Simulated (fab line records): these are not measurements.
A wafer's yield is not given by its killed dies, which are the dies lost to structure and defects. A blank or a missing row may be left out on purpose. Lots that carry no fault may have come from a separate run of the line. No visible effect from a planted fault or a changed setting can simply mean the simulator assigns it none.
Matching of chambers	flow n5_finfet	N5_GATE_CUT_PECVD_57 on pecvd-01 has 3 sister chambers
The step deposits SiNx from SiH4/NH3/N2, target thk 21 nm. 16 wafers are shown with their chamber, then 8 later ones without.

== WAFERS, EACH WITH ITS CHAMBER ==
wafer	chamber	throttle_valve_pct (%)	showerhead_vpp_V (V)	showerhead_plenum_p_Torr (Torr)
L074.1	1	38.3	1040	5.10
L074.4	1	38.2	1060	5.09
L074.5	0	43.6	1019	5.18
L081.2	0	43.5	1029	5.20
L081.3	2	38.1	1150	5.20
L081.4	2	38.4	1168	5.19
L085.1	2	38.1	1177	5.19
L085.3	0	43.6	1023	5.18
L085.5	2	38.2	1159	5.19
L086.2	0	43.6	1031	5.18
L086.3	1	38.4	1051	5.10
L086.6	2	38.3	1169	5.18
L088.1	2	38.5	1164	5.19
L088.4	2	38.0	1145	5.18
L088.6	1	38.4	1067	5.11
L090.1	2	38.1	1140	5.17

SIGNATURES (means of the wafers above)
reading	chamber 0	chamber 1	chamber 2	scatter within a chamber
throttle_valve_pct	43.575	38.325	38.212	0.137
showerhead_vpp_V	1025.50	1054.50	1159.00	11.3
showerhead_plenum_p_Torr	5.1850	5.1000	5.1863	0.00915
Rule: for a wafer and a chamber, the distance is found by dividing, reading by reading, the gap between the wafer's reading and the chamber's mean by the reading's scatter, squaring, summing and taking the root. The wafer belongs to the nearest chamber; if the next one is less than 2 further off, it can't be placed. The scatter: take each reading less its chamber's mean, square it, sum over the shown wafers, divide by the number of wafers less the number of chambers, and take the root.

== WAFERS WITH NO CHAMBER GIVEN ==
wafer	throttle_valve_pct (%)	showerhead_vpp_V (V)	showerhead_plenum_p_Torr (Torr)
L090.3	43.6	1023	5.19
L090.4	43.7	1018	5.18
L092.1	38.2	1164	5.18
L092.2	38.4	1046	5.10
L092.4	38.7	1048	5.08
L094.1	38.4	1054	5.11
L094.5	38.4	1146	5.18
L094.6	38.4	1055	5.09

== CHAMBER TAKEN BY EACH ==
wafer	from the rows above	in truth
L090.3	0	0
L090.4	0	0
L092.1	2	2
L092.2	1	1
L092.4	1	1
L094.1	1	1
L094.5	2	2
L094.6	1	1
Placed correctly: 8 of 8. Left unplaced by these rows: 0. Placed wrongly: 0.
